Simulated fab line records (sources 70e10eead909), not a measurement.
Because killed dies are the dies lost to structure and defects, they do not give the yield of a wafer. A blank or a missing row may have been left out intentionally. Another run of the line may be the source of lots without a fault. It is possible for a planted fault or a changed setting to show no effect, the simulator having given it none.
Which tool is to blame? / flow nand-harc / 13 lots with 39 wafers sampled at 5 steps, on a route of 1159 steps

## WHAT THE GAUGES SHOWED, per wafer
NHARC_END_SORT_01.
lot=L657; measured=day 23 17:27; on=prober-02; killed-at-array=41 39 672; killed-at-other=1 2 1; killed-at-periphery=3 8 4; killed-dies=45 49 677; killed-open=2 4 3; killed-short=5 2 0
lot=L660; measured=day 23 22:45; on=prober-01; killed-at-array=37 674 52; killed-at-other=0 0 0; killed-at-periphery=0 3 0; killed-dies=37 677 52; killed-open=1 1 5; killed-short=0 4 1

## WHAT TOOL EACH LOT RAN ON (gives the tool, then ch and the chambers of the sampled wafers, and finally the start)
lot=L641; NHARC_A_SLIT_ETCH_17=har-etch-01 ch 0,1, day 13 13:20; NHARC_A_WL_FILL_ALD_00=ald-hk-02 ch 2,3, day 13 21:14; NHARC_A_WL_FILL_ALD_02=ald-metal-03 ch 1,2, day 13 21:56; NHARC_A_WL_FILL_ETCHBACK_16=rie-diel-13 ch 2,3, no start
lot=L642; NHARC_A_SLIT_ETCH_17=har-etch-02 ch 0,1, day 14 14:11; NHARC_A_WL_FILL_ALD_00=ald-hk-03 ch 0,1,2, day 15 00:38; NHARC_A_WL_FILL_ALD_02=ald-metal-02 ch 0,1,3, day 15 01:07; NHARC_A_WL_FILL_ETCHBACK_16=rie-diel-05 ch 0,1,2, no start
lot=L643; NHARC_A_SLIT_ETCH_17=har-etch-02 ch 0,1, day 15 01:13; NHARC_A_WL_FILL_ALD_00=ald-hk-03 ch 0,1,3, day 15 11:29; NHARC_A_WL_FILL_ALD_02=ald-metal-02 ch 0,1,3, day 15 12:09; NHARC_A_WL_FILL_ETCHBACK_16=rie-diel-13 ch 0,1, no start
lot=L644; NHARC_A_SLIT_ETCH_17=har-etch-01 ch 0,1, day 15 02:43; NHARC_A_WL_FILL_ALD_00=ald-hk-02 ch 0,2,3, day 15 11:29; NHARC_A_WL_FILL_ALD_02=ald-metal-03 ch 0,2,3, day 15 11:58; NHARC_A_WL_FILL_ETCHBACK_16=rie-diel-13 ch 0,1,2, no start
lot=L646; NHARC_A_SLIT_ETCH_17=har-etch-02 ch 0,1, day 15 15:23; NHARC_A_WL_FILL_ALD_00=ald-hk-01 ch 1,2,3, day 16 01:59; NHARC_A_WL_FILL_ALD_02=ald-metal-04 ch 0,1,3, day 16 02:26; NHARC_A_WL_FILL_ETCHBACK_16=rie-diel-13 ch 0,3, no start
lot=L649; NHARC_A_SLIT_ETCH_17=har-etch-02 ch 0,1, day 15 16:34; NHARC_A_WL_FILL_ALD_00=ald-hk-01 ch 2,3, day 16 01:47; NHARC_A_WL_FILL_ALD_02=ald-metal-03 ch 0,2, day 16 02:19; NHARC_A_WL_FILL_ETCHBACK_16=rie-diel-01 ch 0,3, no start
lot=L648; NHARC_A_SLIT_ETCH_17=har-etch-02 ch 0,1, day 16 14:22; NHARC_A_WL_FILL_ALD_00=ald-hk-01 ch 0,1,2, day 17 00:44; NHARC_A_WL_FILL_ALD_02=ald-metal-02 ch 0,1,2, day 17 01:16; NHARC_A_WL_FILL_ETCHBACK_16=rie-diel-01 ch 1,2,3, no start
lot=L652; NHARC_A_SLIT_ETCH_17=har-etch-02 ch 0,1, day 16 22:09; NHARC_A_WL_FILL_ALD_00=ald-hk-03 ch 0,1,2, day 17 08:23; NHARC_A_WL_FILL_ALD_02=ald-metal-03 ch 0,1,3, day 17 08:52; NHARC_A_WL_FILL_ETCHBACK_16=rie-diel-01 ch 1,2,3, no start
lot=L653; NHARC_A_SLIT_ETCH_17=har-etch-01 ch 0,1, day 17 06:50; NHARC_A_WL_FILL_ALD_00=ald-hk-02 ch 1,3, day 17 16:53; NHARC_A_WL_FILL_ALD_02=ald-metal-02 ch 0,3, day 17 17:20; NHARC_A_WL_FILL_ETCHBACK_16=rie-diel-01 ch 0,1,2, no start
lot=L650; NHARC_A_SLIT_ETCH_17=har-etch-02 ch 0,1, day 17 07:14; NHARC_A_WL_FILL_ALD_00=ald-hk-03 ch 0,1,2, day 17 16:56; NHARC_A_WL_FILL_ALD_02=ald-metal-03 ch 0,1, day 17 17:25; NHARC_A_WL_FILL_ETCHBACK_16=rie-diel-13 ch 1,2, no start
lot=L657; NHARC_A_SLIT_ETCH_17=har-etch-02 ch 0,1, day 18 12:17; NHARC_A_WL_FILL_ALD_00=ald-hk-03 ch 1,2, day 19 00:05; NHARC_A_WL_FILL_ALD_02=ald-metal-03 ch 0,1,3, day 19 00:43; NHARC_A_WL_FILL_ETCHBACK_16=rie-diel-13 ch 0,3, day 23 17:27 or earlier
lot=L660; NHARC_A_SLIT_ETCH_17=har-etch-02 ch 0,1, day 18 20:11; NHARC_A_WL_FILL_ALD_00=ald-hk-02 ch 0,1,3, day 19 06:40; NHARC_A_WL_FILL_ALD_02=ald-metal-03 ch 0,1,2, day 19 07:32; NHARC_A_WL_FILL_ETCHBACK_16=rie-diel-01 ch 1,2,3, day 23 22:45 or earlier
lot=L659; NHARC_A_SLIT_ETCH_17=har-etch-01 ch 0,1, day 18 22:08; NHARC_A_WL_FILL_ALD_00=ald-hk-03 ch 0,1,2, day 19 06:44; NHARC_A_WL_FILL_ALD_02=ald-metal-02 ch 0,1,2, day 19 07:30; NHARC_A_WL_FILL_ETCHBACK_16=rie-diel-01 ch 2,3, no start
- NHARC_A_SLIT_ETCH_17: etches the open film in C4F8/O2/Ar, time 1687.5 s, target depth 10100 nm.
- NHARC_A_WL_FILL_ALD_00: deposits Al2O3, target thk 3 nm, pulse time 3 s, ald cycles 30.
- NHARC_A_WL_FILL_ALD_02: deposits TiN, target thk 2 nm, pulse time 3 s, ald cycles 100.
- NHARC_A_WL_FILL_ETCHBACK_16: etches the open film in C4F8/O2/Ar, target depth 88 nm, time 17.6 s.

## AS READ BY THE TOOLS THEMSELVES (means over the sampled wafers that have a number; for cases with no such wafer, the mark the record gives instead)
NHARC_A_SLIT_ETCH_17.
lot=L641; tool=har-etch-01; drypump-motor-current-A (A)=5.6; showerhead-plenum-p-Torr (Torr)=3.75; throttle-valve-pct (%)=32.048
lot=L642; tool=har-etch-02; drypump-motor-current-A (A)=5.6; showerhead-plenum-p-Torr (Torr)=3.78; throttle-valve-pct (%)=32.048
lot=L643; tool=har-etch-02; drypump-motor-current-A (A)=5.8; showerhead-plenum-p-Torr (Torr)=3.71; throttle-valve-pct (%)=32.037
lot=L644; tool=har-etch-01; drypump-motor-current-A (A)=5.6; showerhead-plenum-p-Torr (Torr)=3.75; throttle-valve-pct (%)=32.040
lot=L646; tool=har-etch-02; drypump-motor-current-A (A)=5.6; showerhead-plenum-p-Torr (Torr)=3.77; throttle-valve-pct (%)=32.043
lot=L649; tool=har-etch-02; drypump-motor-current-A (A)=5.5; showerhead-plenum-p-Torr (Torr)=3.77; throttle-valve-pct (%)=32.045
lot=L648; tool=har-etch-02; drypump-motor-current-A (A)=5.8; showerhead-plenum-p-Torr (Torr)=3.70; throttle-valve-pct (%)=32.049
lot=L652; tool=har-etch-02; drypump-motor-current-A (A)=5.8; showerhead-plenum-p-Torr (Torr)=3.70; throttle-valve-pct (%)=32.044
lot=L653; tool=har-etch-01; drypump-motor-current-A (A)=5.8; showerhead-plenum-p-Torr (Torr)=3.69; throttle-valve-pct (%)=32.049
lot=L650; tool=har-etch-02; drypump-motor-current-A (A)=5.5; showerhead-plenum-p-Torr (Torr)=3.76; throttle-valve-pct (%)=32.043
lot=L657; tool=har-etch-02; drypump-motor-current-A (A)=5.5; showerhead-plenum-p-Torr (Torr)=3.76; throttle-valve-pct (%)=32.056
lot=L660; tool=har-etch-02; drypump-motor-current-A (A)=5.8; showerhead-plenum-p-Torr (Torr)=3.69; throttle-valve-pct (%)=32.048
lot=L659; tool=har-etch-01; drypump-motor-current-A (A)=5.8; showerhead-plenum-p-Torr (Torr)=3.68; throttle-valve-pct (%)=32.049

NHARC_A_WL_FILL_ALD_00.
lot=L641; tool=ald-hk-02; heater-power-w (W)=409; precursor-pulse-height-rel=0.993
lot=L642; tool=ald-hk-03; heater-power-w (W)=468; precursor-pulse-height-rel=1.001
lot=L643; tool=ald-hk-03; heater-power-w (W)=539; precursor-pulse-height-rel=0.982
lot=L644; tool=ald-hk-02; heater-power-w (W)=465; precursor-pulse-height-rel=0.988
lot=L646; tool=ald-hk-01; heater-power-w (W)=529; precursor-pulse-height-rel=1.010
lot=L649; tool=ald-hk-01; heater-power-w (W)=555; precursor-pulse-height-rel=0.998
lot=L648; tool=ald-hk-01; heater-power-w (W)=504; precursor-pulse-height-rel=0.987
lot=L652; tool=ald-hk-03; heater-power-w (W)=464; precursor-pulse-height-rel=0.988
lot=L653; tool=ald-hk-02; heater-power-w (W)=431; precursor-pulse-height-rel=0.996
lot=L650; tool=ald-hk-03; heater-power-w (W)=463; precursor-pulse-height-rel=1.004
lot=L657; tool=ald-hk-03; heater-power-w (W)=488; precursor-pulse-height-rel=1.012
lot=L660; tool=ald-hk-02; heater-power-w (W)=489; precursor-pulse-height-rel=0.996
lot=L659; tool=ald-hk-03; heater-power-w (W)=464; precursor-pulse-height-rel=1.002

NHARC_A_WL_FILL_ALD_02.
lot=L641; tool=ald-metal-03; heater-power-w (W)=1015; precursor-pulse-height-rel=1.015
lot=L642; tool=ald-metal-02; heater-power-w (W)=1170; precursor-pulse-height-rel=1.011
lot=L643; tool=ald-metal-02; heater-power-w (W)=1168; precursor-pulse-height-rel=0.999
lot=L644; tool=ald-metal-03; heater-power-w (W)=1051; precursor-pulse-height-rel=1.019
lot=L646; tool=ald-metal-04; heater-power-w (W)=1026; precursor-pulse-height-rel=1.000
lot=L649; tool=ald-metal-03; heater-power-w (W)=913; precursor-pulse-height-rel=0.999
lot=L648; tool=ald-metal-02; heater-power-w (W)=1091; precursor-pulse-height-rel=0.997
lot=L652; tool=ald-metal-03; heater-power-w (W)=1156; precursor-pulse-height-rel=1.007
lot=L653; tool=ald-metal-02; heater-power-w (W)=1210; precursor-pulse-height-rel=0.996
lot=L650; tool=ald-metal-03; heater-power-w (W)=1085; precursor-pulse-height-rel=1.000
lot=L657; tool=ald-metal-03; heater-power-w (W)=1161; precursor-pulse-height-rel=0.996
lot=L660; tool=ald-metal-03; heater-power-w (W)=1008; precursor-pulse-height-rel=1.033
lot=L659; tool=ald-metal-02; heater-power-w (W)=1104; precursor-pulse-height-rel=1.006

NHARC_A_WL_FILL_ETCHBACK_16.
lot=L641; tool=rie-diel-13; oes-product-au (a.u.)=1.02; rf-fwd-power-W (W)=593; rf-vpp-V (V)=723
lot=L642; tool=rie-diel-05; oes-product-au (a.u.)=1.00; rf-fwd-power-W (W)=588; rf-vpp-V (V)=723
lot=L643; tool=rie-diel-13; oes-product-au (a.u.)=0.98; rf-fwd-power-W (W)=591; rf-vpp-V (V)=727
lot=L644; tool=rie-diel-13; oes-product-au (a.u.)=0.98; rf-fwd-power-W (W)=591; rf-vpp-V (V)=727
lot=L646; tool=rie-diel-13; oes-product-au (a.u.)=1.01; rf-fwd-power-W (W)=590; rf-vpp-V (V)=721
lot=L649; tool=rie-diel-01; oes-product-au (a.u.)=0.99; rf-fwd-power-W (W)=588; rf-vpp-V (V)=718
lot=L648; tool=rie-diel-01; oes-product-au (a.u.)=0.95; rf-fwd-power-W (W)=589; rf-vpp-V (V)=724
lot=L652; tool=rie-diel-01; oes-product-au (a.u.)=1.01; rf-fwd-power-W (W)=588; rf-vpp-V (V)=723
lot=L653; tool=rie-diel-01; oes-product-au (a.u.)=1.01; rf-fwd-power-W (W)=588; rf-vpp-V (V)=725
lot=L650; tool=rie-diel-13; oes-product-au (a.u.)=1.00; rf-fwd-power-W (W)=590; rf-vpp-V (V)=727
lot=L657; tool=rie-diel-13; oes-product-au (a.u.)=1.01; rf-fwd-power-W (W)=592; rf-vpp-V (V)=725
lot=L660; tool=rie-diel-01; oes-product-au (a.u.)=0.92; rf-fwd-power-W (W)=587; rf-vpp-V (V)=723
lot=L659; tool=rie-diel-01; oes-product-au (a.u.)=0.93; rf-fwd-power-W (W)=591; rf-vpp-V (V)=721

## THE ANSWER, worked out from the rows above alone
Rule: what is usual is taken from the lots themselves. Put in order of their means at a reading, lots are off if they are a third of the lots or fewer, leave a main group of 4 or more, and stand apart from it by a gap of 3 or more times the standard deviation of the main group's means; of several such gaps the widest counts. A main group whose means are all the same, to the digits that the tables above print for the reading, isn't used. Also off: a lot with no number at a reading for which 4 or more lots have one. Any other lot the step has rows for is counted as sound. First the gauges in route order, then the tools' own readings, where a lot's mean is used as printed above. At the first step where some lot is off, the reading lying furthest off is the one used; lots without a number count as furthest.
No lot is off at any reading shown: from this, nothing can be told.

## WHAT HAD BEEN PUT IN BY THE SIMULATOR
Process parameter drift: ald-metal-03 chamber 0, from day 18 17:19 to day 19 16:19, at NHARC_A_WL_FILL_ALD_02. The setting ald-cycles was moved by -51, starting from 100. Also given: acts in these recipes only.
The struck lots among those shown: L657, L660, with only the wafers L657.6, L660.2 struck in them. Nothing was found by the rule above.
